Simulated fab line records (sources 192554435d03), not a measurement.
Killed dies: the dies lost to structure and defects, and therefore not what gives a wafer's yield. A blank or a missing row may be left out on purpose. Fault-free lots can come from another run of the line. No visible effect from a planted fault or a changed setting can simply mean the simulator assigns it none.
fab line records | flow n5-finfet | part 1 of 2: steps 1 to 22 of 29
record: lots: 5 wafers: 15 last-day: 18
route steps=1938 shown ILD0@338 SDB@347
lots that met no fault: taken from a fault-free run of the same line
start-h: hours from the record's first day to the start of the lot's first wafer shown | wait-h: hours since the lot's step before | " as in the row above | L1.1+2: several wafers, shown together as one row | - no value, or no start was given | * or withheld: withheld | < > ~ a bound
route shown NAME@n: NAME is a module with steps in the file, n the number in the route of the first one | usual: the fault-free wafers' mean and standard deviation | same: alike in all rows | chamber/n: place in a boat | sites: the reading at each site | _std_site: the values' standard deviation | _edge_site: outer sites' mean less inner sites' | radius-mm: for every site, how far away it sits from the centre of the wafer | mask NAME#n: copy n | behind: the last tool/chamber to shape the wafer | hold: what put the lot on hold/how long, in hours/how the hold closed | device: whichever transistor did not switch (one of n, p or np) | end of line: tests run on the same wafers once the route is complete | step lacking rows: just its recipe | killed: count of dies lost to structure and defects at first sort (not the wafer's yield) | map: the dies of a wafer, with x for killed, . for not killed, _ for no die there
set.NAME: the run value of the setting; set.NAME@STEP: its run value at that earlier step | model.NAME: the simulator's own value behind a step, which no gauge read
lots at selected steps of the route; one table per step, one row per wafer
services: from which hour (start-h, from the record's first day; less than 0 if before it) a tool's chamber was out of use, for how many hours, and why
== steps ==
step: N5_ILD0_CMP_03
recipe: stop-on: SiNx t-overpolish-s: 1.9 post-cmp-clean: alkaline-brush down-force-psi: 4.1491 platen-rpm: 51.796 pad-velocity-m-s: 1.0306 target-thk-nm: 197.38
usual: motor-current-A: 12.0/1 overpolish-run-s: 1.900/0.0094 retaining-ring-pressure-frac: 1.001/0.0054 time-to-endpoint-s: 67.0/2.7
same: t-overpolish-s: 1.9
columns lot.wafer tool chamber start-h wait-h motor-current-A overpolish-run-s retaining-ring-pressure-frac time-to-endpoint-s
L077.3 cmp-04 1 80.36 0.0 12.6 1.888 1.003 69.2
L077.5 " 1 " " 11.8 1.904 1.007 69.8
L077.6 " 2 " " 12.5 1.903 1.004 72.9
L078.3 cmp-04 0 87.33 0.1 12.3 1.893 0.997 69.5
L078.2 " 1 " " 12.9 1.895 0.999 63.8
L078.5 " 3 " " 11.3 1.890 1.011 68.5
L083.3 cmp-02 3 113.86 0.0 12.3 1.898 0.994 66.0
L083.4 " 1 " " 13.5 1.901 1.005 63.7
L083.1 " 2 " " 9.7 1.910 1.000 62.5
L084.4 cmp-01 2 120.39 0.0 11.3 1.910 0.999 66.3
L084.1 " 0 " " 12.5 1.902 0.998 65.2
L084.5 " 3 " " 11.7 1.890 1.001 64.9
L096.3 cmp-02 1 194.14 0.1 13.7 1.907 0.999 65.7
L096.1 " 3 " " 12.7 1.902 1.002 66.8
L096.5 " 0 " " 11.3 1.888 1.001 70.3
step: N5_ILD0_THK_MEAS_04
usual: thk-nm: 197.1/0.93
columns lot.wafer tool chamber start-h wait-h thk-nm
L077.3 film-metro-01 - 80.66 - 197.1
L077.5 " - " " 196.4
L077.6 " - " " 198.9
L078.2 film-metro-02 - 87.59 - 195.7
L078.3 " - " " 197.1
L078.5 " - " " 196.5
L083.1 film-metro-02 - 114.15 - 196.1
L083.3 " - " " 196.5
L083.4 " - " " 197.5
L084.1 film-metro-01 - 120.68 - 197.5
L084.4 " - " " 196.8
L084.5 " - " " 197.0
L096.1 film-metro-01 - 194.40 - 196.9
L096.3 " - " " 197.7
L096.5 " - " " 198.2
step: N5_ILD0_CMP_07
recipe: stop-on: poly-Si material: SiO2_flowable t-overpolish-s: 1.18 post-cmp-clean: alkaline-brush down-force-psi: 4.1491 platen-rpm: 51.796 pad-velocity-m-s: 1.0306 target-thk-nm: 138.88
usual: motor-current-A: 12.0/0.99 retaining-ring-pressure-frac: 1.000/0.0046
same: t-overpolish-s: 1.18
columns lot.wafer tool chamber start-h wait-h motor-current-A retaining-ring-pressure-frac
L077.3 cmp-02 1 80.80 0.1 14.3 0.997
L077.5 " 2 " " 10.1 1.003
L077.6 " 3 " " 12.7 1.004
L078.3 cmp-02 3 87.62 0.0 12.4 0.997
L078.2 " 1 " " 13.6 1.003
L078.5 " 3 " " 12.8 0.999
L083.4 cmp-02 1 114.18 0.0 13.2 1.000
L083.1 " 2 " " 10.0 0.997
L083.3 " 3 " " 12.9 1.000
L084.1 cmp-02 1 120.75 0.1 13.9 0.992
L084.4 " 2 " " 9.6 0.999
L084.5 " 1 " " 13.7 0.998
L096.3 cmp-01 0 194.46 0.1 12.3 0.999
L096.1 " 1 " " 12.6 0.995
L096.5 " 0 " " 12.5 0.999
step: N5_ILD0_THK_MEAS_08
usual: thk-nm: 138.1/1.1
columns lot.wafer tool chamber start-h wait-h thk-nm
L077.3 film-metro-02 - 80.98 - 140.1
L077.5 " - " " 140.0
L077.6 " - " " 139.9
L078.2 film-metro-02 - 87.91 - 137.3
L078.3 " - " " 138.5
L078.5 " - " " 138.6
L083.1 film-metro-01 - 114.48 - 137.7
L083.3 " - " " 137.5
L083.4 " - " " 138.1
L084.1 film-metro-02 - 121.01 - 138.4
L084.4 " - " " 138.1
L084.5 " - " " 138.4
L096.1 film-metro-02 - 194.72 - 136.6
L096.3 " - " " 136.6
L096.5 " - " " 136.0
step: N5_ILD0_PRECLEAN_10
recipe: chemistry: NF3:NH3 afs-cycles: 5 time-s: 20 temp-c: 30 sublimation-temp-c: 180 sublimation-time-s: 60 pressure-torr: 3 rf-power-w: 30
usual: sublimation-temp-c: 180.00/0.16
same: sublimation-time-s: 60
columns lot.wafer tool chamber start-h wait-h sublimation-temp-c
L077.3 remote-plasma-02 1 81.24 0.3 180.00
L077.5 " 1 " " 180.23
L077.6 " 1 " " 180.28
L078.2 remote-plasma-02 0 88.06 0.1 179.83
L078.3 " 0 " " 179.95
L078.5 " 0 " " 180.17
L083.1 remote-plasma-02 1 114.51 0.0 179.93
L083.3 " 1 " " 179.77
L083.4 " 1 " " 179.98
L084.1 remote-plasma-02 1 121.04 0.0 179.74
L084.4 " 1 " " 179.89
L084.5 " 1 " " 179.93
L096.1 remote-plasma-02 1 194.76 0.0 180.21
L096.3 " 1 " " 179.92
L096.5 " 1 " " 180.26
step: N5_ILD0_ALD_15
recipe: material: SiNx target-thk-a: 240 temp-c: 400 ald-precursor-family: SiH2I2 ald-co-reactant: N2/H2-plasma pulse-time-s: 1 ald-cycles: 480 purge-time-s: 2 co-reactant-purge-time-s: 2 pressure-torr: 2
usual: heater-power-outer-w: 525/49 heater-power-w: 864/80 precursor-pulse-height-rel: 1.000/0.018
columns lot.wafer tool chamber start-h wait-h heater-power-outer-w heater-power-w precursor-pulse-height-rel
L077.3 ald-sin-03 1 81.70 0.4 485 782 1.017
L077.5 " 3 82.79 1.2 468 788 0.996
L077.6 " 0 " " 678 1073 0.999
L078.2 ald-sin-01 3 88.63 0.5 517 863 0.972
L078.3 " 0 " " 491 835 0.986
L078.5 " 3 89.72 1.2 523 856 1.001
L083.1 ald-sin-01 2 115.19 0.6 503 805 1.020
L083.3 " 1 " " 515 789 1.009
L083.4 " 0 " " 500 853 0.992
L084.1 ald-sin-02 2 121.72 0.6 534 948 0.996
L084.4 " 1 " " 610 954 1.010
L084.5 " 1 122.81 1.2 607 938 1.014
L096.1 ald-sin-01 2 195.45 0.6 489 821 1.024
L096.3 " 1 " " 518 799 0.997
L096.5 " 2 196.54 1.2 507 824 0.971
step: N5_ILD0_CMP_12
recipe: stop-on: poly-Si material: SiNx t-overpolish-s: 6 post-cmp-clean: alkaline-brush down-force-psi: 2.5 platen-rpm: 51.8 pad-velocity-m-s: 1.0307 target-thk-nm: 17.67
usual: motor-current-A: 8.8/0.54 overpolish-run-s: 6.001/0.0098 retaining-ring-pressure-frac: 1.000/0.0055 time-to-endpoint-s: 28.1/2.2
same: t-overpolish-s: 6
columns lot.wafer tool chamber start-h wait-h motor-current-A overpolish-run-s retaining-ring-pressure-frac time-to-endpoint-s
L077.3 cmp-02 2 83.98 1.2 7.4 6.003 1.000 30.6
L077.6 " 0 " " 8.7 5.998 0.995 30.3
L077.5 " 1 " " 10.1 5.996 0.996 28.7
L078.3 cmp-04 1 90.83 1.1 8.9 6.010 1.008 27.8
L078.2 " 0 " " 8.6 6.003 0.999 31.0
L078.5 " 1 " " 8.4 6.015 0.995 28.8
L083.4 cmp-04 1 117.39 1.1 8.6 6.001 1.009 28.2
L083.3 " 2 " " 9.2 5.997 1.004 29.5
L083.1 " 0 " " 8.4 5.981 1.005 29.4
L084.4 cmp-04 0 123.92 1.1 8.5 5.999 1.005 28.2
L084.1 " 3 " " 8.4 6.004 1.003 26.6
L084.5 " 0 " " 8.4 6.016 0.997 27.2
L096.1 cmp-04 3 197.69 1.2 8.4 6.012 0.994 28.5
L096.3 " 1 " " 8.9 5.984 0.999 27.2
L096.5 " 2 " " 8.8 5.997 0.998 28.8
step: N5_ILD0_THK_MEAS_13
usual: thk-nm: 17.4/0.93
columns lot.wafer tool chamber start-h wait-h thk-nm
L077.3 film-metro-02 - 84.20 - 16.8
L077.5 " - " " 16.0
L077.6 " - " " 17.4
L078.2 film-metro-01 - 91.12 - 19.1
L078.3 " - " " 17.5
L078.5 " - " " 16.9
L083.1 film-metro-02 - 117.69 - 18.9
L083.3 " - " " 19.4
L083.4 " - " " 17.7
L084.1 film-metro-02 - 124.22 - 17.3
L084.4 " - " " 18.0
L084.5 " - " " 18.8
L096.1 film-metro-02 - 197.95 - 16.8
L096.3 " - " " 17.0
L096.5 " - " " 16.6
step: N5_ILD0_INSPECT_06
recipe: inspect-instrument: darkfield mode: post-cmp
usual: raw-defect-count: 34/14
columns lot.wafer tool chamber start-h wait-h raw-defect-count
L077.3 defect-inspect-02 - 84.22 0.0 78
L077.5 " - " " 26
L077.6 " - " " 42
L078.2 defect-inspect-02 - 91.15 0.0 26
L078.3 " - " " 19
L078.5 " - " " 35
L083.1 defect-inspect-01 - 117.71 0.0 27
L083.3 " - " " 41
L083.4 " - " " 31
L084.1 defect-inspect-02 - 124.24 0.0 23
L084.4 " - " " 29
L084.5 " - " " 46
L096.1 defect-inspect-01 - 197.97 0.0 45
L096.3 " - " " 41
L096.5 " - " " 23
step: N5_SDB_HM_DEP_00
recipe: material: SiNx target-thk-a: 400 temp-c: 400 precursor: SiH4/NH3/N2 pressure-torr: 1.5 rf-w: 300 time-s: 35.3
usual: heater-power-outer-w: 488/72 heater-power-w: 791/100 showerhead-plenum-p-Torr: 5.18/0.088 throttle-valve-pct: 39.1/1.4
columns lot.wafer tool chamber start-h wait-h heater-power-outer-w heater-power-w showerhead-plenum-p-Torr throttle-valve-pct
L077.3 pecvd-04 0 84.26 0.0 428 697 5.15 39.0
L077.5 " 2 " " 526 864 5.14 38.5
L077.6 " 1 " " 599 902 5.29 42.4
L078.2 pecvd-04 1 91.19 0.0 535 824 5.28 42.3
L078.3 " 0 " " 426 704 5.16 39.3
L078.5 " 1 " " 538 815 5.30 42.5
L083.1 pecvd-03 2 117.75 0.0 521 795 5.29 38.0
L083.3 " 1 " " 434 712 5.18 38.9
L083.4 " 0 " " 500 900 5.26 37.7
L084.1 pecvd-03 2 124.28 0.0 532 803 5.27 38.0
L084.4 " 0 " " 458 838 5.26 37.9
L084.5 " 1 " " 382 638 5.19 38.5
L096.1 pecvd-03 2 198.01 0.0 513 813 5.28 38.5
L096.3 " 1 " " 398 683 5.19 39.0
L096.5 " 0 " " 541 939 5.27 38.1
step: N5_SDB_COAT_03
recipe: resist: SOC temp-c: 250 time-s: 60 spin-rpm: 1500 resist-thk-nm: 100
usual: plate-temp-C: 250.02/0.16
columns lot.wafer tool chamber start-h wait-h plate-temp-C
L077.3 litho-track-02 0 84.34 0.1 250.10
L077.5 " 0 " " 249.96
L077.6 " 0 " " 250.18
L078.2 litho-track-03 0 91.27 0.1 250.11
L078.3 " 0 " " 250.43
L078.5 " 0 " " 250.27
L083.1 litho-track-05 0 117.83 0.1 249.85
L083.3 " 0 " " 249.71
L083.4 " 0 " " 249.80
L084.1 litho-track-05 0 124.36 0.1 250.00
L084.4 " 0 " " 250.03
L084.5 " 0 " " 250.06
L096.1 litho-track-03 0 198.09 0.1 250.11
L096.3 " 0 " " 249.96
L096.5 " 0 " " 250.14
step: N5_SDB_COAT_04
recipe: resist: SiARC temp-c: 220 time-s: 60 spin-rpm: 1500 resist-thk-nm: 18
usual: plate-temp-C: 220.00/0.18
columns lot.wafer tool chamber start-h wait-h plate-temp-C
L077.3 litho-track-02 0 - - 220.19
L077.5 " 0 " " 219.91
L077.6 " 0 " " 220.09
L078.2 litho-track-03 0 - - 220.19
L078.3 " 0 " " 219.99
L078.5 " 0 " " 220.12
L083.1 litho-track-05 0 - - 219.90
L083.3 " 0 " " 219.88
L083.4 " 0 " " 220.00
L084.1 litho-track-05 0 - - 219.97
L084.4 " 0 " " 220.19
L084.5 " 0 " " 220.19
L096.1 litho-track-03 0 - - 219.75
L096.3 " 0 " " 219.80
L096.5 " 0 " " 219.66
step: N5_SDB_COAT_05
recipe: resist: CAR-ArF spin-rpm: 1500 resist-thk-nm: 90
columns lot.wafer tool chamber start-h wait-h
L077.3+5+6 litho-track-02 0 - -
L078.2+3+5 litho-track-03 0 - -
L083.1+3+4 litho-track-05 0 - -
L084.1+4+5 litho-track-05 0 - -
L096.1+3+5 litho-track-03 0 - -
step: N5_SDB_EBR_07
recipe: solvent: PGMEA ebr-width-mm: 1.5
columns lot.wafer tool chamber start-h wait-h
L077.3+5+6 litho-track-02 0 - -
L078.2+3+5 litho-track-03 0 - -
L083.1+3+4 litho-track-05 0 - -
L084.1+4+5 litho-track-05 0 - -
L096.1+3+5 litho-track-03 0 - -
step: N5_SDB_SOFTBAKE_06
recipe: temp-c: 110 time-s: 60 resist: CAR-ArF
usual: plate-temp-C: 110.01/0.12
columns lot.wafer tool chamber start-h wait-h plate-temp-C
L077.3 litho-track-02 0 - - 109.90
L077.5 " 0 " " 110.02
L077.6 " 0 " " 109.93
L078.2 litho-track-03 0 - - 109.87
L078.3 " 0 " " 110.11
L078.5 " 0 " " 110.02
L083.1 litho-track-05 0 - - 110.10
L083.3 " 0 " " 110.13
L083.4 " 0 " " 109.84
L084.1 litho-track-05 0 - - 110.07
L084.4 " 0 " " 110.01
L084.5 " 0 " " 110.07
L096.1 litho-track-03 0 - - 110.02
L096.3 " 0 " " 109.89
L096.5 " 0 " " 110.10
step: N5_SDB_EXPOSE_08
recipe: mask-id: SDB na: 1.35 source-shape: conventional sigma-outer: 0.5 polarization: unpolarized dose-mj: 49.6
usual: exposure-dose-mJ-cm2: 49.58/0.061 focus-offset-nm: -0.1/0.51
columns lot.wafer tool chamber start-h wait-h mask exposure-dose-mJ-cm2 focus-offset-nm
L077.3 arfi-scanner-01 0 84.60 - SDB#0 49.62 -0.8
L077.5 " 0 " " SDB#0 49.59 -1.1
L077.6 " 0 " " SDB#0 49.66 -0.5
L078.2 arfi-scanner-01 0 91.39 - SDB#0 49.53 0.3
L078.3 " 0 " " SDB#0 49.49 0.6
L078.5 " 0 " " SDB#0 49.56 -0.3
L083.1 arfi-scanner-02 0 117.95 - SDB#0 49.54 -0.2
L083.3 " 0 " " SDB#0 49.46 0.1
L083.4 " 0 " " SDB#0 49.46 -0.2
L084.1 arfi-scanner-02 0 124.48 - SDB#0 49.60 -0.9
L084.4 " 0 " " SDB#0 49.50 -0.4
L084.5 " 0 " " SDB#0 49.57 0.4
L096.1 arfi-scanner-01 0 198.34 - SDB#0 49.67 -0.1
L096.3 " 0 " " SDB#0 49.67 0.0
L096.5 " 0 " " SDB#0 49.60 -0.2
step: N5_SDB_PEB_09
recipe: peb-temp-c: withheld peb-time-s: 60 resist: CAR-ArF
columns lot.wafer tool chamber start-h wait-h
L077.3+5+6 litho-track-05 0 84.64 0.0
L078.2+3+5 litho-track-03 0 91.45 0.0
L083.1+3+4 litho-track-03 0 118.01 0.1
L084.1+4+5 litho-track-03 0 124.54 0.1
L096.1+3+5 litho-track-03 0 198.39 0.1
step: N5_SDB_DEVELOP_10
recipe: develop-time-s: 30 developer: TMAH resist: CAR-ArF rinse-liquid: diw dry: air-spin dev-temp-c: 23
usual: developer-temp-C: 23.00/0.11
columns lot.wafer tool chamber start-h wait-h developer-temp-C
L077.3 litho-track-05 0 - - 23.08
L077.5 " 0 " " 23.26
L077.6 " 0 " " 23.19
L078.2 litho-track-03 0 - - 22.81
L078.3 " 0 " " 22.99
L078.5 " 0 " " 23.00
L083.1 litho-track-03 0 - - 23.04
L083.3 " 0 " " 22.95
L083.4 " 0 " " 22.74
L084.1 litho-track-03 0 - - 22.83
L084.4 " 0 " " 22.93
L084.5 " 0 " " 23.07
L096.1 litho-track-03 0 - - 22.83
L096.3 " 0 " " 22.86
L096.5 " 0 " " 22.88
step: N5_SDB_CD_MEAS_11
recipe: target-cd-nm: 50 landing-energy-ev: 500 detector: se-inlens polarity: opening
usual: cd-nm: 50.8/0.88
columns lot.wafer tool chamber start-h wait-h cd-nm
L077.3 cd-sem-03 0 84.71 - 49.9
L077.5 " 0 " " 50.1
L077.6 " 0 " " 51.1
L078.2 cd-sem-01 0 91.51 - 50.9
L078.3 " 0 " " 51.0
L078.5 " 0 " " 50.5
L083.1 cd-sem-02 0 118.08 - 52.4
L083.3 " 0 " " 51.1
L083.4 " 0 " " 51.6
L084.1 cd-sem-02 0 124.61 - 51.5
L084.4 " 0 " " 50.5
L084.5 " 0 " " 51.1
L096.1 cd-sem-03 0 198.46 - 48.5
L096.3 " 0 " " 49.8
L096.5 " 0 " " 50.0
step: N5_SDB_OVL_MEAS_12
recipe: points-per-wafer: 44
usual: SDB_OVL: -0.1/0.88
columns lot.wafer tool chamber start-h wait-h SDB_OVL[nm]
L077.3 overlay-02 0 84.74 0.0 -0.1
L077.5 " 0 " " -0.3
L077.6 " 0 " " 0.4
L078.2 overlay-02 0 91.54 0.0 0.6
L078.3 " 0 " " 0.2
L078.5 " 0 " " 0.3
L083.1 overlay-01 0 118.11 0.0 -1.1
L083.3 " 0 " " -1.2
L083.4 " 0 " " -0.6
L084.1 overlay-02 0 124.64 0.0 -0.4
L084.4 " 0 " " 0.7
L084.5 " 0 " " -0.7
L096.1 overlay-01 0 198.49 0.0 -1.0
L096.3 " 0 " " -0.2
L096.5 " 0 " " -1.4
step: N5_SDB_INSPECT_13
recipe: mode: adi inspect-instrument: brightfield
usual: raw-defect-count: 67/30
columns lot.wafer tool chamber start-h wait-h raw-defect-count
L077.3 defect-inspect-02 - 84.76 0.0 90
L077.5 " - " " 84
L077.6 " - " " 54
L078.2 defect-inspect-01 - 91.57 0.0 38
L078.3 " - " " 72
L078.5 " - " " 59
L083.1 defect-inspect-02 - 118.13 0.0 31
L083.3 " - " " 52
L083.4 " - " " 55
L084.1 defect-inspect-01 - 124.66 0.0 72
L084.4 " - " " 67
L084.5 " - " " 62
L096.1 defect-inspect-01 - 198.52 0.0 37
L096.3 " - " " 243
L096.5 " - " " 76
step: N5_SDB_DESCUM_16
recipe: chemistry: O2 time-s: 7.9 source-power-w: 50 bias-power-w: 20 pressure-mtorr: 20 rf-frequency-hz: 2.712e+07 temp-c: 40 resist: CAR-ArF o2-flow-sccm: 225
usual: drypump-motor-current-A: 5.8/0.61 oes-product-au: 0.80/0.093 rf-vpp-V: 242.7/1.1 showerhead-plenum-p-Torr: 2.06/0.056 throttle-valve-pct: 20.39/0.28
columns lot.wafer tool chamber start-h wait-h drypump-motor-current-A oes-product-au rf-hours-counter-h rf-vpp-V showerhead-plenum-p-Torr throttle-valve-pct
L077.3 rie-diel-05 3 84.80 0.0 4.9 0.92 7 243.2 2.06 19.93
L077.5 " 2 " " 6.6 0.72 - 244.4 2.11 20.58
L077.6 " 3 " " 4.9 0.92 - 243.2 2.06 19.92
L078.2 rie-diel-05 1 91.60 0.0 6.4 0.94 20 242.1 2.05 20.24
L078.3 " 3 " " 4.9 0.90 10 241.4 2.06 19.94
L078.5 " 2 " " 6.6 0.72 - 243.3 2.10 20.59
L083.1 rie-diel-02 1 118.16 0.0 5.5 0.92 10 242.8 2.05 19.87
L083.3 " 3 " " 5.9 0.72 198 241.9 2.07 20.55
L083.4 " 2 " " 6.3 0.81 70 242.9 2.04 20.43
L084.1 rie-diel-05 1 124.84 0.2 6.4 0.92 32 242.4 2.05 20.28
L084.4 " 2 " " 6.6 0.73 184 242.7 2.10 20.62
L084.5 " 2 " " 6.6 0.72 - 242.9 2.10 20.62
L096.1 rie-diel-05 0 198.77 0.3 6.0 0.76 141 242.7 2.00 20.22
L096.3 " 3 " " 4.9 0.83 51 243.0 2.05 19.98
L096.5 " 2 " " 6.5 0.70 - 242.1 2.09 20.65
